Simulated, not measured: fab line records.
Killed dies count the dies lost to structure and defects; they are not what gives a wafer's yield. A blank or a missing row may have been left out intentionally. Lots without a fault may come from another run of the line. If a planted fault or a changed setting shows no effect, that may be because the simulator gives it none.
A struck lot beside a sound one || flow nandHarc || 13 steps out of a route of 1302
Sound: these wafers, L296.2, L296.4, L296.5. Wafers struck: L305.2, L305.4. The cause is given at the end.
Order at every step that has rows: each side's tool, ch and its chambers, its first start. Under that, the readings that differ: sound wafers || struck wafers || difference of the means || sigmas: that difference in standard deviations of wafers without a fault.
alike: readings with means less than 2 such deviations apart, plus words and numbers identical on both sides. not compared: withheld readings, readings lacking a value on some wafer, bounds such as >300 that could conceal the same value, and numbers that have no deviation in the record and whose values overlap.
The two part at a step that has a row with sigmas, a row that says differs or no value, or rows on one side only. Non-overlapping numbers with no deviation appear without sigmas and do not part them. Lack of a reading on every wafer of one side parts them only where that side has two or more wafers.

NHARC_A_CHANNEL_FILL_D2_STRIP_28: strips in O2, time 20 s.
  sound on rieDiel-06 ch 1,2,3, day 15 16:23; struck on rieDiel-02 ch 1,3, day 19 16:13
  alike: drypumpMotorCurrentA, oesProductAu, rfVppV, showerheadPlenumPTorr, throttleValvePct
  not compared: rfHoursCounterH
then, 4 steps without rows for these wafers: NHARC_A_CHANNEL_FILL_D2_PRECLEAN_21 (cleans in dHF, time 30 s); NHARC_A_CHANNEL_FILL_D2_SRD_23; NHARC_A_CHANNEL_FILL_D2_CVD_05 (deposits poly-Si, target thk 5 nm); NHARC_A_CHANNEL_FILL_D2_ANNEAL_22 (time 7200 s).
NHARC_A_CHANNEL_FILL_D2_ALD_25: deposits SiOx, target thk 60 nm, pulse time 10 s, ald cycles 600.
  sound on aldHk-01 ch 1,2, day 16 06:49; struck on aldHk-02 ch 0,3, day 20 03:59
  alike: heaterPowerOuterW, heaterPowerW, precursorPulseHeightRel
NHARC_A_CHANNEL_FILL_D2_ETCHBACK_08: etches the open film in C4F8, target depth 220 nm, time 110 s.
  sound: rieDiel-06 ch 0,2; struck: rieDiel-06 ch 2,3
  alike: oesProductAu, rfVppV
  not compared: rfHoursCounterH
NHARC_A_CHANNEL_FILL_D2_STRIP_29: strips in O2, time 20 s.
  sound: rieDiel-06 ch 0,3; struck: rieDiel-06 ch 0,1
  alike: drypumpMotorCurrentA, oesProductAu, rfVppV, showerheadPlenumPTorr, throttleValvePct
  not compared: rfHoursCounterH
then, 3 steps without rows for these wafers: NHARC_A_CHANNEL_FILL_D2_PRECLEAN_30 (cleans in dHF, time 30 s); NHARC_A_CHANNEL_FILL_D2_SRD_31; NHARC_A_CHANNEL_FILL_D2_CVD_09 (deposits poly-Si, target thk 150 nm, time 3000 s).
NHARC_A_CHANNEL_FILL_D2_CMP_10: polishes, target thk 150 nm.
  sound on cmp-03 ch 1,3, day 16 17:27; struck on cmp-02 ch 0,2, day 20 15:16
{"reading": "timeToEndpointS (s)", "sound": "11.9 15.8 16.2", "struck": "9.5 7.9", "difference": -5.9, "sigmas": -3}
  alike: motorCurrentA
-- break in the record here, with 9 days between the starts of the struck wafers on either side (left off in module A_CHANNEL_FILL_D2, picked up again in module END, where the first step shown is number 1302 on the route) --
NHARC_END_SORT_01:
  the record has rows for the struck wafers here (prober-02 ch 0, day 29 16:44) and none for the sound ones

WHERE THEY PART
At NHARC_A_CHANNEL_FILL_D2_CMP_10 first; at NHARC_END_SORT_01 last (within this record only).

WHY: what had been put in by the simulator
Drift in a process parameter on cmp-02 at NHARC_A_CHANNEL_FILL_D2_CMP_10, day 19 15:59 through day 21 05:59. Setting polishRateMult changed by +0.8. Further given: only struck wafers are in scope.
